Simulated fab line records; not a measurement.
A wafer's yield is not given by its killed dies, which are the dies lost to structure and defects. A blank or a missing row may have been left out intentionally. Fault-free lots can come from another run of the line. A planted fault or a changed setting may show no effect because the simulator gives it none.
Chamber matching :: flow nand harc :: NHARC_A_CONTACT_ETCH_90 on rie diel-08 has 4 sister chambers
The step etches the open film in CH3F/O2, target depth 40 nm, time 85.7 s. 16 wafers are shown with their chamber, then 8 later ones without.

== WAFERS PAIRED WITH THEIR CHAMBERS ==
wafer: L078.3
chamber: 1
showerhead plenum p Torr (Torr): 2.30
oes product au (a.u.): 0.94
throttle valve pct (%): 20.657

wafer: L078.5
chamber: 0
showerhead plenum p Torr (Torr): 2.34
oes product au (a.u.): 0.93
throttle valve pct (%): 20.661

wafer: L078.6
chamber: 3
showerhead plenum p Torr (Torr): 2.28
oes product au (a.u.): 0.94
throttle valve pct (%): 20.660

wafer: L076.1
chamber: 0
showerhead plenum p Torr (Torr): 2.34
oes product au (a.u.): 0.90
throttle valve pct (%): 20.661

wafer: L076.4
chamber: 3
showerhead plenum p Torr (Torr): 2.28
oes product au (a.u.): 0.94
throttle valve pct (%): 20.645

wafer: L076.6
chamber: 0
showerhead plenum p Torr (Torr): 2.34
oes product au (a.u.): 0.91
throttle valve pct (%): 20.667

wafer: L081.1
chamber: 2
showerhead plenum p Torr (Torr): 2.32
oes product au (a.u.): 0.90
throttle valve pct (%): 20.671

wafer: L081.4
chamber: 1
showerhead plenum p Torr (Torr): 2.29
oes product au (a.u.): 0.92
throttle valve pct (%): 20.656

wafer: L081.5
chamber: 2
showerhead plenum p Torr (Torr): 2.32
oes product au (a.u.): 0.91
throttle valve pct (%): 20.659

wafer: L080.1
chamber: 0
showerhead plenum p Torr (Torr): 2.33
oes product au (a.u.): 0.92
throttle valve pct (%): 20.671

wafer: L080.2
chamber: 3
showerhead plenum p Torr (Torr): 2.27
oes product au (a.u.): 0.94
throttle valve pct (%): 20.675

wafer: L080.3
chamber: 1
showerhead plenum p Torr (Torr): 2.29
oes product au (a.u.): 0.93
throttle valve pct (%): 20.651

wafer: L086.1
chamber: 3
showerhead plenum p Torr (Torr): 2.27
oes product au (a.u.): 0.94
throttle valve pct (%): 20.662

wafer: L086.2
chamber: 2
showerhead plenum p Torr (Torr): 2.32
oes product au (a.u.): 0.92
throttle valve pct (%): 20.672

wafer: L086.6
chamber: 2
showerhead plenum p Torr (Torr): 2.32
oes product au (a.u.): 0.91
throttle valve pct (%): 20.663

wafer: L083.2
chamber: 2
showerhead plenum p Torr (Torr): 2.32
oes product au (a.u.): 0.91
throttle valve pct (%): 20.661

SIGNATURES, as means of the wafers listed above
reading: showerhead plenum p Torr
chamber 0: 2.3375
chamber 1: 2.2933
chamber 2: 2.3200
chamber 3: 2.2750
scatter within a chamber: 0.00449

reading: oes product au
chamber 0: 0.9150
chamber 1: 0.9300
chamber 2: 0.9100
chamber 3: 0.9400
scatter within a chamber: 0.00866

reading: throttle valve pct
chamber 0: 20.66500
chamber 1: 20.65467
chamber 2: 20.66520
chamber 3: 20.66050
scatter within a chamber: 0.00756
Rule: a wafer lies at a distance from a chamber equal to the root of the sum of squares, over the readings, of (its reading less the chamber's mean, divided by the reading's scatter). The wafer belongs to the nearest chamber; if the next one is less than 2 further off, it can't be placed. The scatter: take each reading less its chamber's mean, square it, sum over the shown wafers, divide by the number of wafers less the number of chambers, and take the root.

== WAFERS WHOSE CHAMBER IS MISSING ==
wafer: L083.3
showerhead plenum p Torr (Torr): 2.29
oes product au (a.u.): 0.94
throttle valve pct (%): 20.656

wafer: L083.5
showerhead plenum p Torr (Torr): 2.32
oes product au (a.u.): 0.91
throttle valve pct (%): 20.646

wafer: L091.2
showerhead plenum p Torr (Torr): 2.28
oes product au (a.u.): 0.93
throttle valve pct (%): 20.674

wafer: L091.3
showerhead plenum p Torr (Torr): 2.27
oes product au (a.u.): 0.94
throttle valve pct (%): 20.676

wafer: L091.5
showerhead plenum p Torr (Torr): 2.33
oes product au (a.u.): 0.92
throttle valve pct (%): 20.653

wafer: L097.1
showerhead plenum p Torr (Torr): 2.66
oes product au (a.u.): 1.00
throttle valve pct (%): 20.659

wafer: L097.5
showerhead plenum p Torr (Torr): 2.66
oes product au (a.u.): 0.99
throttle valve pct (%): 20.652

wafer: L097.6
showerhead plenum p Torr (Torr): 2.32
oes product au (a.u.): 0.99
throttle valve pct (%): 20.654

== WHICH CHAMBER EACH WENT THROUGH ==
wafer: L083.3
from the rows above: 1
in truth: 1

wafer: L083.5
from the rows above: 2
in truth: 2

wafer: L091.2
from the rows above: can't be placed: 3 or 1
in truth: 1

wafer: L091.3
from the rows above: 3
in truth: 3

wafer: L091.5
from the rows above: can't be placed: 0 or 2
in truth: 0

wafer: L097.1
from the rows above: 0
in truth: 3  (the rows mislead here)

wafer: L097.5
from the rows above: 0
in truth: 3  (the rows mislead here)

wafer: L097.6
from the rows above: can't be placed: 1 or 2 or 0
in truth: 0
Correctly placed: 3 of 8. Can't be placed from these rows: 3 (the true chamber is among the candidates in 3). 2 placed wrongly.
